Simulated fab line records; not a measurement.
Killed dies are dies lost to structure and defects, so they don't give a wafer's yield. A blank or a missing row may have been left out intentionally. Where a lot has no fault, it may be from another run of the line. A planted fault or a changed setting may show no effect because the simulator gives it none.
fab line records    flow nandHarc
[record] lots = 13  wafers = 39  lastDay = 24
route steps=1159 shown A_SLIT@803 A_WL_FILL@815 A_CONTACT@840 END@1159
lots untouched by any fault: they come from a run of this same line in which no faults occurred
startH: start of the lot's first displayed wafer, in hours after the record's first day    waitH: hours since the lot's step before    " same as the row above    L1.1+2: a single row standing in for several wafers    - no value, or no start was given    * or withheld: withheld    < > ~ a bound
route shown NAME@n: names a module that has steps shown in the file, with the first one's number in the route    usual: mean/standard deviation of fault-free wafers    same: alike in all rows    chamber/n: place in a boat    sites: readings site by site    _std_site: their standard deviation    _edge_site: inner sites' mean taken away from outer sites' mean    radiusMm: how far each site lies from the wafer's centre    mask NAME#n: copy n    behind: the tool/chamber that last shaped the wafer    hold: cause of the lot's hold/its duration in hours/its outcome    device: whichever transistor did not switch (one of n, p or np)    end of line: tests of these same wafers at the route's end    for a step that has no rows: nothing shown but its recipe    killed: the dies lost at the first sort to structure and to defects; this is not the yield of the wafer    map: a wafer's dies, marking killed ones x, the rest . and places with no die _
set.NAME: the setting that was run; set.NAME@STEP: the one run at that earlier step    model.NAME: the simulator's own value behind a step, which no gauge read
a sample of lots followed through the steps of the route, with each step as a table and each wafer as a row
services: a tool's chamber out of use, with start hour (startH, from the record's first day; less than 0 if before it), hours out, and reason
[[steps]]
[step NHARC_A_SLIT_CD_MEAS_21]
[usual] cdNm = 289.7/0.77
lot.wafer  tool      chamber  startH  waitH  cdNm
L879.1     cdSem-01  -        332.99  0.1    288.9
L879.2     "         -        "       "      288.9
L879.6     "         -        "       "      289.1
L880.1     cdSem-02  -        334.40  -      290.3
L880.2     "         -        "       "      290.3
L880.5     "         -        "       "      290.0
L883.2     cdSem-02  -        340.29  0.1    289.0
L883.3     "         -        "       "      288.6
L883.6     "         -        "       "      288.9
L881.2     cdSem-02  -        347.79  -      289.6
L881.3     "         -        "       "      289.1
L881.4     "         -        "       "      288.8
L886.1     cdSem-02  -        380.81  -      288.6
L886.2     "         -        "       "      288.8
L886.5     "         -        "       "      288.6
L885.1     cdSem-03  -        382.17  -      290.0
L885.5     "         -        "       "      289.9
L885.6     "         -        "       "      289.7
L892.1     cdSem-01  -        419.08  -      289.5
L892.4     "         -        "       "      290.6
L892.5     "         -        "       "      289.8
L893.1     cdSem-02  -        419.18  -      288.6
L893.3     "         -        "       "      289.0
L893.5     "         -        "       "      289.7
L894.4     cdSem-02  -        433.04  -      290.8
L894.5     "         -        "       "      290.2
L894.6     "         -        "       "      289.6
L898.1     cdSem-03  -        448.13  -      289.0
L898.2     "         -        "       "      289.6
L898.3     "         -        "       "      289.3
L897.2     cdSem-02  -        449.38  -      290.2
L897.3     "         -        "       "      290.0
L897.4     "         -        "       "      290.9
L900.1     cdSem-01  -        461.13  -      290.6
L900.3     "         -        "       "      290.4
L900.5     "         -        "       "      290.7
L899.2     cdSem-01  -        462.84  -      289.5
L899.5     "         -        "       "      288.9
L899.6     "         -        "       "      289.4
[step NHARC_A_WL_FILL_ETCHBACK_05]
[recipe] targetDepthA = 220  timeS = 60  tempC = 40  chemistry = Cl2/BCl3
[usual] drypumpMotorCurrentA = 5.9/0.57  oesProductAu = 1.003/0.0067
lot.wafer  tool         chamber  startH  waitH  drypumpMotorCurrentA  oesProductAu  rfHoursCounterH
L879.1     rieMetal-01  0        345.86  0.2    6.3                   1.007         0.1
L879.2     "            1        "       "      5.8                   1.006         0.1
L879.6     "            0        "       "      6.4                   1.012         -
L880.2     rieMetal-03  0        348.69  0.2    5.2                   1.004         1.5
L880.1     "            1        "       "      6.7                   0.995         1.5
L880.5     "            1        "       "      6.7                   0.997         -
L883.2     rieMetal-01  1        356.78  0.2    5.8                   1.006         0.6
L883.3     "            1        "       "      5.8                   1.009         -
L883.6     "            1        "       "      5.8                   1.007         -
L881.2     rieMetal-02  1        361.06  0.2    5.6                   1.006         4.3
L881.3     "            1        "       "      5.6                   1.012         -
L881.4     "            0        "       "      5.0                   0.999         -
L886.1     rieMetal-01  0        393.16  0.2    6.3                   0.999         1.6
L886.2     "            1        "       "      5.8                   1.003         1.6
L886.5     "            1        "       "      5.8                   1.004         -
L885.1     rieMetal-03  1        396.03  0.2    6.6                   0.999         2.8
L885.5     "            0        "       "      5.2                   0.995         -
L885.6     "            1        "       "      6.6                   0.993         -
L893.1     rieMetal-01  1        431.29  0.2    5.8                   1.008         2.9
L893.3     "            0        "       "      6.3                   1.008         -
L893.5     "            1        "       "      5.8                   1.001         -
L892.1     rieMetal-03  0        431.45  0.2    5.2                   1.001         4.3
L892.4     "            0        "       "      5.2                   0.990         -
L892.5     "            0        "       "      5.2                   1.000         -
L894.4     rieMetal-01  0        445.29  0.1    6.3                   1.009         -
L894.5     "            1        "       "      5.8                   1.005         -
L894.6     "            0        "       "      6.3                   0.997         -
L898.1     rieMetal-01  0        460.41  0.2    6.3                   1.006         3.7
L898.2     "            1        "       "      5.8                   0.990         3.7
L898.3     "            0        "       "      6.3                   0.991         -
L897.2     rieMetal-02  0        460.58  0.2    5.0                   1.010         2.1
L897.4     "            0        "       "      5.0                   1.003         -
L897.3     "            1        "       "      5.6                   1.001         -
L900.1     rieMetal-03  0        476.16  0.2    5.2                   0.992         0.4
L900.3     "            0        "       "      5.3                   1.000         -
L900.5     "            1        "       "      6.6                   1.000         -
L899.2     rieMetal-03  0        478.96  0.2    5.3                   1.001         0.6
L899.5     "            0        "       "      5.2                   0.990         -
L899.6     "            1        "       "      6.6                   1.004         -
[step NHARC_A_WL_FILL_CMP_12]
[recipe] tOverpolishS = 30  targetThkNm = 75
[usual] motorCurrentA = 11.6/1.5  overpolishRunS = 29.999/0.0087  timeToEndpointS = 15.2/1.8
lot.wafer  tool    chamber  startH  waitH  motorCurrentA  overpolishRunS  timeToEndpointS
L879.1     cmp-03  3        368.15  3.7    12.2           29.990          13.8
L879.2     "       0        "       "      14.3           29.997          13.4
L879.6     "       2        "       "      12.5           30.014          18.7
L880.2     cmp-02  3        372.48  4.4    10.6           30.005          12.1
L880.1     "       0        "       "      9.7            29.992          15.6
L880.5     "       1        "       "      13.8           29.993          16.3
L883.3     cmp-02  0        378.11  2.9    9.7            30.013          13.5
L883.2     "       1        "       "      14.0           29.997          12.9
L883.6     "       2        "       "      11.0           29.994          14.9
L881.4     cmp-02  1        383.58  2.9    14.1           29.992          17.1
L881.2     "       3        "       "      10.5           30.011          17.5
L881.3     "       0        "       "      9.9            30.002          17.6
L886.2     cmp-04  3        416.13  4.3    10.1           29.988          16.0
L886.1     "       0        "       "      10.7           30.004          16.8
L886.5     "       2        "       "      13.4           29.990          15.7
L885.1     cmp-02  0        416.16  3.6    9.9            30.000          17.3
L885.6     "       0        "       "      9.4            29.992          17.2
L885.5     "       1        "       "      13.6           29.998          20.2
L892.4     cmp-04  2        454.03  2.2    13.1           30.020          15.0
L892.1     "       3        "       "      10.1           30.003          12.5
L892.5     "       2        "       "      13.1           30.002          16.6
L893.1     cmp-03  1        454.16  4.4    11.1           29.995          15.5
L893.3     "       2        "       "      12.9           30.018          15.8
L893.5     "       0        "       "      14.6           30.000          12.9
L894.4     cmp-02  0        466.41  2.2    9.7            30.014          18.5
L894.6     "       1        "       "      13.4           29.996          18.9
L894.5     "       2        "       "      11.3           30.009          18.2
L897.4     cmp-02  1        493.51  2.2    12.9           29.991          17.7
L897.2     "       2        "       "      11.3           29.997          14.4
L897.3     "       3        "       "      10.6           29.989          11.9
L898.2     cmp-02  0        496.29  4.3    10.5           30.006          13.8
L898.1     "       1        "       "      14.5           29.988          15.6
L898.3     "       3        "       "      10.5           29.987          14.9
L899.2     cmp-04  0        504.22  3.6    9.9            29.998          13.8
L899.6     "       3        "       "      9.7            30.006          11.4
L899.5     "       0        "       "      10.3           29.983          16.8
L900.1     cmp-04  2        506.27  3.6    13.1           30.004          15.7
L900.3     "       1        "       "      11.8           29.997          11.7
L900.5     "       2        "       "      12.8           29.993          13.7
[step NHARC_A_CONTACT_DEP_24]
[recipe] targetThkA = 5000  tempC = 400  pressureTorr = 6.5  rfW = 900  teosFlowSccm = 161.4  flowSccm = 2650  targetThkNm = 500  gas = O2  material = SiO2
[usual] heaterPowerW = 572/110  susceptorTempC = 399.99/0.2  throttleValvePct = 15.7/0.65
lot.wafer  tool      chamber  startH  waitH  heaterPowerW  sinceWetCleanH  susceptorTempC  throttleValvePct
L879.2     pecvd-01  0        368.66  0.1    712           119             399.83          15.8
L879.1     "         1        "       "      411           119             400.03          16.1
L879.6     "         1        "       "      432           -               399.71          16.0
L880.1     pecvd-04  0        373.01  0.1    658           165             399.79          16.2
L880.2     "         2        "       "      544           165             399.84          16.9
L880.5     "         2        "       "      557           -               399.73          17.3
L883.2     pecvd-01  1        378.93  0.4    400           129             399.95          16.0
L883.3     "         0        "       "      680           129             399.81          15.9
L883.6     "         1        "       "      420           -               400.13          16.1
L883.2     pecvd-01  1        379.53  -      408           -               399.98          15.7
L883.3     "         0        "       "      675           -               399.82          15.7
L883.6     "         1        "       "      426           -               399.79          15.9
L881.3     pecvd-01  1        384.18  0.1    433           134             399.93          15.8
L881.2     "         2        "       "      544           134             399.66          16.2
L881.4     "         2        "       "      421           -               399.98          16.3
L881.3     pecvd-01  1        384.79  -      433           -               400.05          15.8
L881.2     "         2        "       "      559           -               400.20          16.0
L881.4     "         2        "       "      416           -               399.80          16.4
L886.2     pecvd-01  0        416.63  0.1    718           167             400.12          15.9
L886.1     "         1        "       "      429           167             400.44          16.1
L886.5     "         1        "       "      432           -               400.25          16.1
L886.2     pecvd-01  0        417.23  -      716           -               400.32          15.8
L886.1     "         1        "       "      436           -               400.22          16.1
L886.5     "         1        "       "      449           -               399.76          16.2
L885.1     pecvd-03  1        416.73  0.1    712           111             400.41          14.9
L885.5     "         1        "       "      725           -               400.31          15.1
L885.6     "         2        "       "      554           -               399.78          16.1
L892.1     pecvd-04  2        454.71  0.2    546           66              400.11          16.1
L892.4     "         0        "       "      735           -               400.07          15.6
L892.5     "         1        "       "      521           -               400.21          16.0
L893.1     pecvd-03  2        454.74  0.1    577           149             399.83          16.5
L893.3     "         1        "       "      703           150             400.09          14.8
L893.5     "         1        "       "      568           -               400.08          14.9
L894.6     pecvd-01  2        467.05  0.2    506           -               399.69          15.8
L894.5     "         0        "       "      683           -               399.54          15.9
L894.4     "         1        "       "      491           -               399.71          15.4
L897.2     pecvd-03  0        494.01  0.1    561           8               400.15          14.6
L897.3     "         1        "       "      567           8               400.23          14.9
L897.4     "         2        "       "      593           -               400.13          16.1
L898.3     pecvd-01  2        496.82  0.1    506           66              400.23          15.9
L898.1     "         0        "       "      688           66              399.96          16.1
L898.2     "         1        "       "      415           66              399.95          15.6
L899.2     pecvd-03  1        504.79  0.1    610           18              399.89          15.1
L899.6     "         0        "       "      494           -               399.75          14.7
L899.5     "         1        "       "      659           -               399.80          14.8
L900.1     pecvd-04  2        506.89  0.1    639           118             400.17          16.1
L900.3     "         0        "       "      790           118             399.90          15.8
L900.5     "         1        "       "      481           -               400.12          16.2
[step NHARC_END_SORT_01]
[recipe] tempC = 25
[usual] killedAtArray = 28/12  killedAtOther = 0.8/1.1  killedAtPeriphery = 3.6/2.3  killedDies = 32/12  killedOpen = 3.4/1.9  killedShort = 2.0/1.3
[same] grossDies = 677
lot.wafer  tool       chamber  startH  waitH  killedAtArray  killedAtOther  killedAtPeriphery  killedDies  killedOpen  killedShort
L879.1     prober-02  0        440.92  2.5    20             0              2                  22          3           0
L879.2     prober-02  0        441.72  2.8    23             0              6                  29          3           1
L879.6     prober-02  0        444.92  4.0    23             0              8                  31          3           2
L880.1     prober-02  0        448.74  2.5    26             0              8                  34          2           3
L880.2     prober-02  0        449.53  2.8    28             1              2                  31          3           3
L880.5     prober-02  0        451.88  3.6    29             0              5                  34          3           4
L883.2     prober-02  0        457.24  2.8    27             0              2                  29          5           0
L883.3     prober-02  0        458.04  3.1    24             0              3                  27          6           3
L883.6     prober-02  0        460.44  4.0    17             0              3                  20          2           2
L881.2     prober-02  0        465.03  2.8    9              0              4                  13          5           1
L881.3     prober-02  0        465.82  3.1    13             0              4                  17          5           0
L881.4     prober-02  0        466.60  3.4    13             1              3                  17          5           3
L885.1     prober-02  0        482.68  2.5    28             0              4                  32          5           2
L885.5     prober-02  0        485.85  3.7    36             1              3                  40          0           5
L885.6     prober-02  0        486.64  4.0    37             0              2                  39          4           3
L886.1     prober-02  0        490.47  2.5    11             3              7                  21          4           2
L886.2     prober-02  0        491.28  2.8    16             1              6                  23          7           4
L886.5     prober-02  0        493.71  3.7    12             1              6                  19          1           5
L892.1     prober-01  0        536.23  2.5    31             0              0                  31          7           4
L892.4     prober-01  0        538.64  3.4    35             0              2                  37          5           1
L892.5     prober-01  0        539.45  3.7    23             0              4                  27          2           3
L893.1     prober-02  0        536.29  2.5    53             2              4                  59          3           2
L893.3     prober-02  0        537.88  3.1    33             3              7                  43          3           3
L893.5     prober-02  0        539.47  3.7    42             1              4                  47          4           3
L894.4     prober-01  0        546.44  3.4    27             3              6                  36          3           2
L894.5     prober-01  0        547.23  3.7    26             3              3                  32          2           2
L894.6     prober-01  0        548.02  3.9    28             3              1                  32          2           4
L897.2     prober-01  0        563.44  2.8    50             0              1                  51          1           2
L897.3     prober-01  0        564.24  3.1    42             0              3                  45          3           0
L897.4     prober-01  0        565.04  3.4    55             0              2                  57          4           1
L898.1     prober-02  0        567.58  2.5    21             0              7                  28          5           3
L898.2     prober-02  0        568.38  2.8    20             1              1                  22          2           1
L898.3     prober-02  0        569.17  3.1    24             1              1                  26          1           1
L899.2     prober-02  0        578.22  2.8    34             1              3                  38          5           2
L899.5     prober-02  0        580.65  3.7    36             1              5                  42          3           1
L899.6     prober-02  0        581.46  4.0    38             1              4                  43          0           3
L900.1     prober-01  0        581.91  2.5    44             0              4                  48          1           2
L900.3     prober-01  0        583.50  3.1    32             0              5                  37          5           0
L900.5     prober-01  0        585.09  3.7    34             1              5                  40          4           3
// killed by level:class
L879.1 A_CHANNEL_HOLE_D1:chamberFilmFlake=9 A_CONTACT:chamberFilmFlake=5 A_SLIT:chamberFilmFlake=2 A_WL_FILL:chamberFilmFlake=2 P_M2:geometricParticle:open=1 A_CONTACT:geometricParticle:open=1 A_M0:geometricParticle:open=1 P_ZERO_WELL:chamberFilmFlake=1
L879.2 A_CHANNEL_HOLE_D1:chamberFilmFlake=11 P_STI:chamberFilmFlake=5 A_CONTACT:chamberFilmFlake=4 A_CONTACT:geometricParticle:open=2 A_WL_FILL:chamberFilmFlake=2 P_M1:geometricParticle:short=1 A_M0:geometricParticle:open=1 A_ZERO_WELL:chamberFilmFlake=1
L879.6 A_CHANNEL_HOLE_D1:chamberFilmFlake=10 A_CONTACT:chamberFilmFlake=4 P_STI:chamberFilmFlake=3 A_WL_FILL:chamberFilmFlake=3 P_M0:geometricParticle:open=2 P_ZERO_WELL:chamberFilmFlake=2 A_SLIT:chamberFilmFlake=2 P_M0:geometricParticle:short=1
L880.1 A_CHANNEL_HOLE_D1:chamberFilmFlake=12 A_SLIT:chamberFilmFlake=8 P_STI:chamberFilmFlake=5 A_CONTACT:chamberFilmFlake=3 P_GATE:geometricParticle:short=1 P_M1:geometricParticle:short=1 P_M1:geometricParticle:open=1 A_WL_FILL:geometricParticle:short=1
L880.2 A_CHANNEL_HOLE_D1:chamberFilmFlake=15 A_SLIT:chamberFilmFlake=5 A_CONTACT:chamberFilmFlake=3 P_GATE:geometricParticle:open=1 A_CHANNEL_FILL_D1:geometricParticle:short=1 A_SLIT:geometricParticle:open=1 A_CONTACT:geometricParticle:open=1 A_M0:geometricParticle:short=1
L880.5 A_CHANNEL_HOLE_D1:chamberFilmFlake=13 A_SLIT:chamberFilmFlake=6 A_CONTACT:chamberFilmFlake=3 P_M1:geometricParticle:open=2 A_WL_FILL:geometricParticle:short=2 A_ONON_D1:geometricParticle:short=1 A_CHANNEL_HOLE_D1:geometricParticle:open=1 A_CHANNEL_HOLE_D1:geometricParticle:short=1
L883.2 A_CONTACT:chamberFilmFlake=10 A_SLIT:chamberFilmFlake=8 A_STAIRCASE:chamberFilmFlake=3 A_CHANNEL_HOLE_D1:chamberFilmFlake=2 P_GATE:geometricParticle:open=1 A_SOURCE_PLATE:geometricParticle:open=1 A_ONON_D1:geometricParticle:open=1 A_CHANNEL_FILL_D1:geometricParticle:open=1
L883.3 A_SLIT:chamberFilmFlake=10 A_CONTACT:chamberFilmFlake=5 A_WL_FILL:geometricParticle:open=2 A_CONTACT:geometricParticle:open=2 A_STAIRCASE:chamberFilmFlake=2 P_STI:geometricParticle:short=1 P_GATE:geometricParticle:open=1 P_M1:geometricParticle:open=1
L883.6 A_SLIT:chamberFilmFlake=7 A_CONTACT:chamberFilmFlake=5 A_CHANNEL_HOLE_D1:chamberFilmFlake=2 P_GATE:geometricParticle:short=1 P_CONTACT:geometricParticle:open=1 P_CONTACT:geometricParticle:short=1 A_CONTACT:geometricParticle:open=1 A_CHANNEL_FILL_D1:chamberFilmFlake=1
L881.2 P_GATE:chamberFilmFlake=2 A_CHANNEL_HOLE_D1:chamberFilmFlake=2 P_M2:geometricParticle:open=1 A_CHANNEL_HOLE_D1:geometricParticle:open=1 A_WL_FILL:geometricParticle:open=1 A_CONTACT:geometricParticle:open=1 A_M0:geometricParticle:short=1 A_M1:geometricParticle:open=1
L881.3 A_STAIRCASE:chamberFilmFlake=5 A_CONTACT:chamberFilmFlake=3 A_M0:geometricParticle:open=2 P_GATE:chamberFilmFlake=2 P_M1:geometricParticle:open=1 A_CONTACT:geometricParticle:open=1 A_BLC:geometricParticle:open=1 P_STI:chamberFilmFlake=1
L881.4 A_CONTACT:chamberFilmFlake=3 P_M0:geometricParticle:open=2 A_M0:geometricParticle:open=2 A_CHANNEL_HOLE_D1:chamberFilmFlake=2 A_STAIRCASE:chamberFilmFlake=2 A_ONON_D1:geometricParticle:open=1 A_WL_FILL:geometricParticle:short=1 A_M0:geometricParticle:short=1
L885.1 A_CHANNEL_HOLE_D1:chamberFilmFlake=12 A_SLIT:chamberFilmFlake=8 A_WL_FILL:chamberFilmFlake=2 P_GATE:geometricParticle:open=1 P_CONTACT:geometricParticle:open=1 P_M0:geometricParticle:open=1 A_ONON_D1:geometricParticle:short=1 A_WL_FILL:geometricParticle:short=1
L885.5 A_CHANNEL_HOLE_D1:chamberFilmFlake=12 A_SLIT:chamberFilmFlake=12 A_CONTACT:chamberFilmFlake=7 A_WL_FILL:chamberFilmFlake=2 P_M0:geometricParticle:short=1 P_M2:geometricParticle:short=1 A_SOURCE_PLATE:geometricParticle:short=1 A_CHANNEL_FILL_D1:geometricParticle:short=1
L885.6 A_CHANNEL_HOLE_D1:chamberFilmFlake=21 A_SLIT:chamberFilmFlake=7 A_WL_FILL:chamberFilmFlake=3 P_CONTACT:geometricParticle:open=1 P_M1:geometricParticle:open=1 A_SOURCE_PLATE:geometricParticle:short=1 A_CHANNEL_HOLE_D1:geometricParticle:short=1 A_SGD_CUT:geometricParticle:short=1
L886.1 P_M0:chamberFilmFlake=4 A_CHANNEL_HOLE_D1:chamberFilmFlake=4 THIN_TSV:chamberFilmFlake=3 P_CONTACT:geometricParticle:open=1 P_M0:geometricParticle:open=1 A_ONON_D1:geometricParticle:short=1 A_CHANNEL_FILL_D1:geometricParticle:open=1 A_WL_FILL:geometricParticle:short=1
L886.2 A_CHANNEL_HOLE_D1:chamberFilmFlake=5 P_M1:geometricParticle:open=2 A_WL_FILL:geometricParticle:open=2 P_STI:chamberFilmFlake=2 A_WL_FILL:chamberFilmFlake=2 P_M0:geometricParticle:open=1 A_ONON_D1:geometricParticle:short=1 A_CHANNEL_HOLE_D1:geometricParticle:short=1
L886.5 A_CHANNEL_HOLE_D1:chamberFilmFlake=3 A_WL_FILL:geometricParticle:short=2 A_CONTACT:geometricParticle:short=2 P_STI:chamberFilmFlake=2 A_STAIRCASE:chamberFilmFlake=2 A_CONTACT:chamberFilmFlake=2 P_M0:geometricParticle:short=1 A_CONTACT:geometricParticle:open=1
L892.1 A_CHANNEL_HOLE_D1:chamberFilmFlake=13 A_ONON_D1:geometricParticle:open=3 A_CONTACT:chamberFilmFlake=3 A_ONON_D1:geometricParticle:short=2 A_WL_FILL:geometricParticle:short=2 A_STAIRCASE:chamberFilmFlake=2 A_WL_FILL:chamberFilmFlake=2 A_SOURCE_PLATE:geometricParticle:open=1
L893.1 A_SLIT:chamberFilmFlake=21 A_STAIRCASE:chamberFilmFlake=12 A_CHANNEL_HOLE_D1:chamberFilmFlake=9 A_CONTACT:chamberFilmFlake=7 P_ZERO_WELL:chamberFilmFlake=3 A_CONTACT:geometricParticle:open=2 P_M0:geometricParticle:open=1 A_ONON_D1:geometricParticle:short=1
L893.3 A_SLIT:chamberFilmFlake=13 A_STAIRCASE:chamberFilmFlake=8 A_CHANNEL_HOLE_D1:chamberFilmFlake=5 P_ZERO_WELL:chamberFilmFlake=4 A_CONTACT:chamberFilmFlake=3 THIN_TSV:chamberFilmFlake=3 P_CONTACT:geometricParticle:short=1 P_CONTACT:geometricParticle:open=1
L892.4 A_CHANNEL_HOLE_D1:chamberFilmFlake=22 A_STAIRCASE:chamberFilmFlake=4 A_CONTACT:chamberFilmFlake=3 P_STI:geometricParticle:open=1 A_ONON_D1:geometricParticle:open=1 A_CHANNEL_FILL_D1:geometricParticle:open=1 A_SGD_CUT:geometricParticle:short=1 A_CONTACT:geometricParticle:open=1
L892.5 A_CHANNEL_HOLE_D1:chamberFilmFlake=15 A_STAIRCASE:chamberFilmFlake=3 P_STI:chamberFilmFlake=2 P_CONTACT:geometricParticle:short=1 A_ONON_D1:geometricParticle:short=1 A_ONON_D1:geometricParticle:open=1 A_SGD_CUT:geometricParticle:short=1 A_BLC:geometricParticle:open=1
L893.5 A_SLIT:chamberFilmFlake=18 A_STAIRCASE:chamberFilmFlake=8 A_CHANNEL_HOLE_D1:chamberFilmFlake=7 P_ZERO_WELL:chamberFilmFlake=3 A_WL_FILL:geometricParticle:short=2 A_WL_FILL:chamberFilmFlake=2 P_CONTACT:geometricParticle:short=1 A_ONON_D1:geometricParticle:open=1
L894.4 A_CHANNEL_HOLE_D1:chamberFilmFlake=15 A_CONTACT:chamberFilmFlake=7 P_ZERO_WELL:chamberFilmFlake=4 A_SGD_CUT:geometricParticle:open=2 THIN_TSV:chamberFilmFlake=2 P_M0:geometricParticle:short=1 A_BLC:geometricParticle:short=1 A_M0:geometricParticle:open=1
L894.5 A_CHANNEL_HOLE_D1:chamberFilmFlake=15 A_CONTACT:chamberFilmFlake=6 P_GATE:chamberFilmFlake=2 HYBRID_BOND:chamberFilmFlake=2 A_ONON_D1:geometricParticle:short=1 A_ONON_D1:geometricParticle:open=1 A_CHANNEL_FILL_D1:geometricParticle:open=1 A_CONTACT:geometricParticle:short=1
L894.6 A_CHANNEL_HOLE_D1:chamberFilmFlake=20 A_WL_FILL:geometricParticle:short=3 HYBRID_BOND:chamberFilmFlake=2 P_M0:geometricParticle:open=1 A_ONON_D1:geometricParticle:open=1 A_CONTACT:geometricParticle:short=1 A_STAIRCASE:chamberFilmFlake=1 A_WL_FILL:chamberFilmFlake=1
L897.2 A_CHANNEL_HOLE_D1:chamberFilmFlake=22 A_SLIT:chamberFilmFlake=16 A_STAIRCASE:chamberFilmFlake=4 A_CONTACT:chamberFilmFlake=3 A_BLC:chamberFilmFlake=2 A_SGD_CUT:geometricParticle:short=1 A_CONTACT:geometricParticle:open=1 A_CONTACT:geometricParticle:short=1
L897.3 A_SLIT:chamberFilmFlake=19 A_CHANNEL_HOLE_D1:chamberFilmFlake=15 A_STAIRCASE:chamberFilmFlake=4 A_ONON_D1:geometricParticle:open=1 A_CHANNEL_FILL_D1:geometricParticle:open=1 A_CONTACT:geometricParticle:open=1 P_ZERO_WELL:chamberFilmFlake=1 P_STI:chamberFilmFlake=1
L897.4 A_CHANNEL_HOLE_D1:chamberFilmFlake=24 A_SLIT:chamberFilmFlake=21 A_STAIRCASE:chamberFilmFlake=3 A_SOURCE_PLATE:geometricParticle:open=2 A_CONTACT:chamberFilmFlake=2 A_CHANNEL_FILL_D1:geometricParticle:short=1 A_CHANNEL_FILL_D1:geometricParticle:open=1 A_M0:geometricParticle:open=1
L898.1 A_M0:chamberFilmFlake=5 A_CHANNEL_HOLE_D1:chamberFilmFlake=4 A_CONTACT:chamberFilmFlake=4 P_GATE:chamberFilmFlake=2 A_ZERO_WELL:chamberFilmFlake=2 P_STI:geometricParticle:open=1 P_GATE:geometricParticle:short=1 P_CONTACT:geometricParticle:open=1
L898.2 A_CONTACT:chamberFilmFlake=7 A_CHANNEL_HOLE_D1:chamberFilmFlake=6 A_M0:chamberFilmFlake=4 A_CHANNEL_FILL_D1:geometricParticle:short=1 A_CONTACT:geometricParticle:open=1 A_M0:geometricParticle:open=1 THIN_TSV:chamberFilmFlake=1 P_GATE:chamberFilmFlake=1
L898.3 A_CONTACT:chamberFilmFlake=9 A_CHANNEL_HOLE_D1:chamberFilmFlake=8 A_M0:chamberFilmFlake=4 A_CHANNEL_FILL_D1:geometricParticle:short=1 A_WL_FILL:geometricParticle:open=1 P_GATE:chamberFilmFlake=1 A_STAIRCASE:chamberFilmFlake=1 THIN_TSV:chamberFilmFlake=1
L899.2 A_SLIT:chamberFilmFlake=19 A_STAIRCASE:chamberFilmFlake=4 A_CHANNEL_HOLE_D1:chamberFilmFlake=3 A_ONON_D1:geometricParticle:open=2 P_M2:chamberFilmFlake=2 A_ZERO_WELL:chamberFilmFlake=2 P_ZERO_WELL:geometricParticle:open=1 A_SOURCE_PLATE:geometricParticle:short=1
L899.5 A_SLIT:chamberFilmFlake=19 A_CHANNEL_HOLE_D1:chamberFilmFlake=6 A_STAIRCASE:chamberFilmFlake=5 P_M2:chamberFilmFlake=3 P_CONTACT:geometricParticle:short=1 A_CHANNEL_FILL_D1:geometricParticle:open=1 A_CONTACT:geometricParticle:open=1 A_M0:geometricParticle:open=1
L899.6 A_SLIT:chamberFilmFlake=17 A_CHANNEL_HOLE_D1:chamberFilmFlake=12 A_CONTACT:chamberFilmFlake=4 A_STAIRCASE:chamberFilmFlake=3 P_GATE:geometricParticle:short=1 P_M0:geometricParticle:short=1 A_CONTACT:geometricParticle:short=1 P_GATE:chamberFilmFlake=1
L900.1 A_SLIT:chamberFilmFlake=21 A_CHANNEL_HOLE_D1:chamberFilmFlake=10 A_CHANNEL_FILL_D1:chamberFilmFlake=4 A_CONTACT:chamberFilmFlake=4 A_STAIRCASE:chamberFilmFlake=2 A_WL_FILL:chamberFilmFlake=2 P_M0:geometricParticle:open=1 P_M1:geometricParticle:short=1
L900.3 A_SLIT:chamberFilmFlake=13 A_CHANNEL_HOLE_D1:chamberFilmFlake=6 A_STAIRCASE:chamberFilmFlake=5 A_CONTACT:chamberFilmFlake=4 P_CONTACT:geometricParticle:open=2 A_CONTACT:geometricParticle:open=2 P_M2:geometricParticle:open=1 P_ZERO_WELL:chamberFilmFlake=1
L900.5 A_SLIT:chamberFilmFlake=17 A_CHANNEL_HOLE_D1:chamberFilmFlake=7 A_CONTACT:chamberFilmFlake=3 P_CONTACT:geometricParticle:open=2 A_STAIRCASE:chamberFilmFlake=2 P_M2:geometricParticle:open=1 A_SOURCE_PLATE:geometricParticle:short=1 A_WL_FILL:geometricParticle:short=1
[[services]]
tool         chamber  startH  hours  kind
cmp-02       -        324.61  4.0    pm
rieMetal-01  -        332.13  9.0    pm
cmp-04       -        338.04  4.0    pm
cmp-04       -        342.59  1.0    repair
cmp-02       -        348.03  0.5    repair
cmp-04       -        348.49  3.9    repair
cmp-03       -        350.46  1.1    repair
cmp-03       -        352.01  4.0    pm
pecvd-04     0        354.95  16.5   repair
rieMetal-03  -        374.02  0.4    repair
cmp-02       -        375.16  2.0    repair
rieMetal-03  0        375.49  2.5    repair
pecvd-04     -        376.22  13.0   pm
rieMetal-02  -        388.00  9.0    pm
pecvd-01     -        418.05  13.0   pm
pecvd-01     0        418.05  13.0   ventCycle
cmp-02       -        422.61  4.0    pm
cmp-04       -        436.19  4.0    pm
cmp-04       -        448.00  0.5    repair
cmp-03       -        450.01  4.0    pm
rieMetal-03  -        453.00  9.0    pm
cmp-02       -        455.61  1.2    repair
cmp-03       -        473.17  1.1    repair
pecvd-03     -        473.39  13.0   pm
[[key]]
[firstSign] step = NHARC_A_CONTACT_DEP_24  reading = visit  direction = added
effect none on later readings
metAt NHARC_A_CONTACT_DEP_24
struckLots L881,L883,L886
testerLeftOut L881,L883,L886
notActingAt NHARC_A_SLIT_CD_MEAS_21,NHARC_A_WL_FILL_ETCHBACK_05,NHARC_A_WL_FILL_CMP_12
[fault] kind = repeatedStepWhole  tool = pecvd-01,pecvd-03,pecvd-04  chamber = -  onsetH = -  steps = NHARC_A_CONTACT_DEP_24  times = 1  scope = struckLotsOnly
// testerLeftOut: of these lots the tester's yield and bins aren't shown, on N5 and GAA mostly nor the transistor test; their killed dies are dies lost to structure and defects alone, not to doping, threshold or leakage, so they don't give the yield
